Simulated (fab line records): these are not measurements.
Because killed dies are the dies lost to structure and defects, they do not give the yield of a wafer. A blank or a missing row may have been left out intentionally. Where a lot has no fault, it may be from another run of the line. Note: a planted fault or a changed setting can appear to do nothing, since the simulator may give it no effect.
Chamber matching -- flow nand_harc -- 4 sister chambers for NHARC_A_CONTACT_DESCUM_47 on rie_diel-04
The step chemistry O2, time 3 s. 8 wafers are shown with their chamber, then 7 later ones without.

## WAFERS WITH THEIR CHAMBER
wafer,chamber,showerhead_plenum_p_Torr (Torr),drypump_motor_current_A (A)
L077.2,2,1.94,6.0
L081.1,1,1.95,5.7
L081.4,2,1.94,5.9
L083.3,0,1.97,5.6
L083.4,1,1.95,5.7
L083.6,3,1.86,4.9
L086.1,0,1.96,5.6
L086.3,3,1.86,5.0

## WAFERS MISSING THEIR CHAMBER
wafer,showerhead_plenum_p_Torr (Torr),drypump_motor_current_A (A)
L086.5,1.86,5.0
L090.1,1.93,6.0
L090.3,1.94,5.8
L090.6,1.85,5.0
L095.1,1.85,5.0
L095.2,1.94,5.7
L095.3,1.95,5.6

## THE CHAMBER EACH PASSED THROUGH
wafer,from the rows above,in truth
L086.5,3,3
L090.1,2,2
L090.3,can't be placed: 2 or 1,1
L090.6,3,3
L095.1,3,3
L095.2,1,1
L095.3,1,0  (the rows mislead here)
Correct placement for 5 of the 7. Unplaceable from these rows: 1, with the true chamber sitting among the candidates in 1. Placed wrongly: 1.
How it was worked out, from the rows above alone: a wafer's distance from a chamber is the root of the sum, over the readings, of the square of ((its reading less the chamber's mean) divided by the reading's scatter). The wafer belongs to the nearest chamber; if the next one is less than 2 further off, it can't be placed. Each chamber's mean is taken over the wafers shown for it. The scatter: take each reading less its chamber's mean, square it, sum over the shown wafers, divide by the number of wafers less the number of chambers, and take the root.
